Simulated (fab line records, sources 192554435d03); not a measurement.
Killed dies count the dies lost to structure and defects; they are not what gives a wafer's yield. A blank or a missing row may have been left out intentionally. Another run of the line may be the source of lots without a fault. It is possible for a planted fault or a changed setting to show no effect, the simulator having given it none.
Chamber matching	flow n5_finfet	4 sister chambers for N5_BEOL_M5_STRIP_36 on rie_diel-01
The step strips in N2/H2. 4 wafers are shown with their chamber, then 9 later ones without.

== WAFERS PAIRED WITH THEIR CHAMBERS ==
wafer	chamber	showerhead_plenum_p_Torr (Torr)
L084.5	0	2.64
L088.5	1	2.43
L090.3	2	2.46
L090.6	3	2.45

== WAFERS WITH NO CHAMBER GIVEN ==
wafer	showerhead_plenum_p_Torr (Torr)
L092.1	2.42
L092.2	2.46
L092.3	2.63
L093.1	2.63
L093.2	2.45
L093.3	2.42
L093.4	2.42
L093.5	2.45
L093.6	2.63

== CHAMBER TAKEN BY EACH ==
wafer	from the rows above	in truth
L092.1	1	1
L092.2	can't be placed: 2 or 3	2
L092.3	0	0
L093.1	0	0
L093.2	can't be placed: 3 or 2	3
L093.3	1	1
L093.4	1	1
L093.5	can't be placed: 3 or 2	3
L093.6	0	0
Placed correctly: 6 of 9. Can't be placed from these rows: 3 (the true chamber is among the candidates in 3). Wrongly placed: 0.
How it was worked out, from the rows above alone: a wafer's distance from a chamber is the root of the sum, over the readings, of the square of ((its reading less the chamber's mean) divided by the reading's scatter). If the next closest chamber is less than 2 further off than the closest, the wafer can't be placed; otherwise it belongs to the closest. A chamber's mean is the mean of its shown wafers. The scatter (one wafer shown for each chamber): square how far every hidden wafer sits from the nearest shown wafer, average those squares and take the square root.
